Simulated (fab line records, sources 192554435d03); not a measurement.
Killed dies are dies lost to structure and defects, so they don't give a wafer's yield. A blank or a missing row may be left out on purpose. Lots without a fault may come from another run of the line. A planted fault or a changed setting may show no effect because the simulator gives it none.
Chamber matching | flow n5_finfet | N5_SD_EPI_P_ETCH_47 on rie_diel-04: 4 sister chambers
The step etches SiOCN in CH3F/O2, target depth 25 nm. 16 wafers are shown with their chamber, then 8 later ones without.

WAFERS WITH THEIR CHAMBER
wafer  | chamber | showerhead_plenum_p_Torr (Torr) | drypump_motor_current_A (A) | throttle_valve_pct (%)
L075.3 | 3       | 1.99                            | 5.9                         | 16.75
L075.4 | 2       | 2.08                            | 5.7                         | 15.96
L075.6 | 3       | 1.99                            | 6.0                         | 16.75
L078.1 | 0       | 1.92                            | 4.7                         | 16.50
L078.3 | 2       | 2.08                            | 5.7                         | 15.97
L078.6 | 2       | 2.08                            | 5.7                         | 15.95
L080.1 | 3       | 1.99                            | 5.9                         | 16.79
L080.2 | 1       | 1.99                            | 6.0                         | 16.56
L080.4 | 2       | 2.08                            | 5.7                         | 15.98
L081.2 | 0       | 1.92                            | 4.7                         | 16.49
L081.5 | 2       | 2.08                            | 5.7                         | 15.98
L081.6 | 1       | 1.99                            | 6.1                         | 16.60
L085.2 | 1       | 1.99                            | 6.1                         | 16.61
L085.4 | 0       | 1.92                            | 4.7                         | 16.50
L085.5 | 1       | 1.98                            | 6.1                         | 16.62
L088.1 | 1       | 1.98                            | 6.1                         | 16.62

SIGNATURES (means of the wafers above)
reading                  | chamber 0 | chamber 1 | chamber 2 | chamber 3 | scatter within a chamber
showerhead_plenum_p_Torr | 1.9200    | 1.9860    | 2.0800    | 1.9900    | 0.00316
drypump_motor_current_A  | 4.700     | 6.080     | 5.700     | 5.933     | 0.035
throttle_valve_pct       | 16.4967   | 16.6020   | 15.9680   | 16.7633   | 0.0189
Rule: a wafer's distance from a chamber is the root of the sum, over the readings, of the square of ((its reading less the chamber's mean) divided by the reading's scatter). The wafer belongs to the nearest chamber; if the next one is less than 2 further off, it can't be placed. The scatter: the root of (the sum of the squares of (reading less its chamber's mean) over the shown wafers, divided by (wafers less chambers)).

WAFERS WITHOUT THEIR CHAMBER
wafer  | showerhead_plenum_p_Torr (Torr) | drypump_motor_current_A (A) | throttle_valve_pct (%)
L088.3 | 1.91                            | 4.7                         | 16.53
L088.5 | 1.91                            | 4.7                         | 16.50
L089.1 | 1.91                            | 4.7                         | 16.55
L089.5 | 1.92                            | 4.7                         | 16.51
L089.6 | 1.98                            | 6.0                         | 16.63
L093.2 | 1.91                            | 4.7                         | 16.55
L093.4 | 1.91                            | 4.7                         | 16.56
L093.5 | 1.98                            | 6.0                         | 16.79

WHICH CHAMBER EACH WENT THROUGH
wafer  | from the rows above | in truth
L088.3 | 0                   | 0
L088.5 | 0                   | 0
L089.1 | 0                   | 0
L089.5 | 0                   | 0
L089.6 | 1                   | 1
L093.2 | 0                   | 0
L093.4 | 0                   | 0
L093.5 | 3                   | 3
Placed correctly: 8 of 8. Can't be placed from these rows: 0. Placed wrongly: 0.
